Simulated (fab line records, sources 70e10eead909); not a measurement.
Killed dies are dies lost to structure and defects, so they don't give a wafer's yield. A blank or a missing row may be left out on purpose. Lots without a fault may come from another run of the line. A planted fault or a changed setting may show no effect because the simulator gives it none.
A struck lot beside a sound one | flow nand_harc | 39 steps out of a route of 1302
Sound: wafers L288.1, L288.2, L288.4. Struck: wafers L292.1, L292.4, L292.5. The cause comes at the end.
At each step with rows: each side's tool, then ch and its chambers, then its first start. Under that, the readings that differ: sound wafers | struck wafers | difference of the means | sigmas: that difference in standard deviations of wafers without a fault.
alike: readings whose means differ by less than 2 such deviations, and words and numbers that are the same on both sides. not compared: withheld readings, readings that some wafer has no value for, bounds like >300 that may hide the same value, and numbers for which the record gives no deviation and whose values overlap.
The two part at a step that has a row with sigmas, a row that says differs or no value, or rows on one side only. Numbers that don't overlap but have no deviation are shown without sigmas and don't part them. A reading that every wafer of one side lacks parts them only if that side has two wafers or more.

first, 2 steps without rows for these wafers: NHARC_A_BONDPAD_HARDBAKE_10 (time 65 s); NHARC_A_BONDPAD_DESCUM_11 (chemistry O2, time 3 s).
NHARC_A_BONDPAD_ETCH_34: etches the open film in N2/H2, target depth 60 nm, overetch 18 nm, time 65.91 s.
  sound on rie_diel-05 ch 1,2,3, day 26 22:50; struck on rie_diel-11 ch 1,2,3, day 28 11:27
  alike: drypump_motor_current_A, oes_product_au, rf_vpp_V, showerhead_plenum_p_Torr, throttle_valve_pct
  not compared: rf_hours_counter_h
then, 1 step without rows for these wafers: NHARC_A_BONDPAD_ETCH_12 (etches the open film in CHF3/O2, target depth 220 nm, time 110 s).
NHARC_A_BONDPAD_CD_MEAS_13:
  sound on cd_sem-03, day 26 23:04; struck on cd_sem-02, day 28 11:40
  alike: cd_nm
then, 4 steps without rows for these wafers: NHARC_A_BONDPAD_STRIP_15 (strips in O2); NHARC_A_BONDPAD_ETCH_24 (etches the open film in CF4/N2, target depth 30 nm, time 72.99 s); NHARC_A_BONDPAD_STRIP_16 (strips in post etch residue remover, time 600 s); NHARC_A_BONDPAD_DEGAS_25 (time 60 s).
NHARC_A_BONDPAD_PRE_CLEAN_26: time 30 s.
  sound on pvd_sputter-02; struck on pvd_sputter-03
  alike: heater_power_w
then, 1 step without rows for these wafers: NHARC_A_BONDPAD_PVD_17 (deposits TaN, target thk 5 nm, time 8.06 s).
NHARC_A_BONDPAD_PVD_27: deposits Cu, target thk 30 nm, time 20.49 s.
  sound on pvd_sputter-02; struck on pvd_sputter-03
  alike: substrate_temp_c, throttle_valve_pct
NHARC_A_BONDPAD_ECD_18: material Cu, target thk 400 nm.
  sound on ecd_cu-01 ch 0,1, day 27 00:03; struck on ecd_cu-01 ch 0,1, day 28 12:40
NHARC_A_BONDPAD_ANNEAL_28: time 90 s.
  sound on rtp_anneal-01 ch 0, day 27 00:26; struck on rtp_anneal-01 ch 0, day 28 13:02
  alike: wafer_temp_C_max
then, 1 step without rows for these wafers: NHARC_A_BONDPAD_CMP_19 (polishes, t overpolish 30 s, cu recess touch 16 s, target thk 169.82 nm).
NHARC_A_BONDPAD_THK_MEAS_20: measures by xrf.
  sound on film_metro-01, day 27 01:07; struck on film_metro-01, day 28 13:41
  alike: thk_nm
then, 6 steps without rows for these wafers: NHARC_A_BONDPAD_SRD_21 (time 30 s, dry time 20 s); NHARC_HYBRID_BOND_ACTIVATE_00 (chemistry N2, time 60 s); NHARC_HYBRID_BOND_PRECLEAN_01 (cleans in DIW, time 300 s); NHARC_HYBRID_BOND_SRD_02 (time 30 s, dry time 20 s); NHARC_HYBRID_BOND_BOND_03; NHARC_HYBRID_BOND_ANNEAL_04 (time 7200 s).
NHARC_HYBRID_BOND_OVL_MEAS_05:
  sound on overlay-02, day 27 10:49; struck on overlay-02, day 28 23:23
  alike: overlay_x_nm, overlay_y_nm
NHARC_THIN_TSV_GRIND_00:
  sound on grinder-01 ch 0, day 27 11:02; struck on grinder-01 ch 0, day 28 23:35
  alike: motor_current_A
then, 1 step without rows for these wafers: NHARC_THIN_TSV_CMP_01 (polishes).
NHARC_THIN_TSV_THK_MEAS_02: measures by ir.
  sound on film_metro-02, day 27 12:31; struck on film_metro-01, day 29 01:05
  alike: thk_nm
then, 12 steps without rows for these wafers: NHARC_THIN_TSV_SRD_03; NHARC_THIN_TSV_PRECLEAN_41 (cleans in SC1); NHARC_THIN_TSV_SRD_42; NHARC_THIN_TSV_DEP_43 (deposits SiO2, target thk 1328.5 nm); NHARC_THIN_TSV_DEHYDRATE_04 (time 120 s); NHARC_THIN_TSV_HMDS_05 (time 30 s); NHARC_THIN_TSV_COAT_06; NHARC_THIN_TSV_SOFTBAKE_07 (time 95 s); NHARC_THIN_TSV_EBR_08; NHARC_THIN_TSV_EXPOSE_09 (exposes mask TSV); NHARC_THIN_TSV_PEB_10 (peb time 85 s); NHARC_THIN_TSV_DEVELOP_11 (time 70 s).
NHARC_END_SORT_01:
  the record has rows for the struck wafers here (prober-01 ch 0, day 30 05:26) and none for the sound ones

WHERE THEY PART
Only at NHARC_END_SORT_01, within this record.

WHY: what the simulator had put in
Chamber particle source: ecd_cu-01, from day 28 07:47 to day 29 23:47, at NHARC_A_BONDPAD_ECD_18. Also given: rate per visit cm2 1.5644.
